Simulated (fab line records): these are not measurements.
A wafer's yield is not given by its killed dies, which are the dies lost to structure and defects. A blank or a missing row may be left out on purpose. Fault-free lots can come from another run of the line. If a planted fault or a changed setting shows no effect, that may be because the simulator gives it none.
Chamber matching + flow n5-finfet + 3 sister chambers for N5_MOL_CONTACT_COAG_ETCH_110 on rie-diel-03
The step etches Si in CF4/O2, target depth 2.5 nm, time 8 s. 3 wafers are shown with their chamber, then 6 later ones without.

## WAFERS PAIRED WITH THEIR CHAMBERS
| wafer  | chamber | showerhead-plenum-p-Torr (Torr) |
|--------|---------|---------------------------------|
| L078.5 | 3       | 2.24                            |
| L079.1 | 0       | 2.13                            |
| L079.3 | 2       | 2.11                            |

## WAFERS WITH NO CHAMBER GIVEN
| wafer  | showerhead-plenum-p-Torr (Torr) |
|--------|---------------------------------|
| L079.5 | 2.13                            |
| L091.1 | 2.12                            |
| L091.4 | 2.23                            |
| L091.5 | 2.37                            |
| L095.5 | 2.11                            |
| L095.6 | 2.23                            |

## CHAMBER TAKEN BY EACH
| wafer  | from the rows above     | in truth                   |
|--------|-------------------------|----------------------------|
| L079.5 | can't be placed: 0 or 2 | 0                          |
| L091.1 | can't be placed: 0 or 2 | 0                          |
| L091.4 | can't be placed: 3 or 0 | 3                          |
| L091.5 | 3                       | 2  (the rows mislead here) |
| L095.5 | can't be placed: 2 or 0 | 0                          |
| L095.6 | can't be placed: 3 or 0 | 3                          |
Correct placement for 0 of the 6. Not placeable from these rows: 5 (in 5, the candidates include the true chamber). Number placed wrongly: 1.
How it was worked out, from the rows above alone: a wafer's distance from a chamber is the root of the sum, over the readings, of the square of ((its reading less the chamber's mean) divided by the reading's scatter). The wafer belongs to the nearest chamber; if the next one is less than 2 further off, it can't be placed. The mean given for a chamber averages the wafers shown for that chamber. The scatter: with one shown wafer a chamber, the root of the mean of the squares of how far each hidden wafer lies from its nearest shown one.
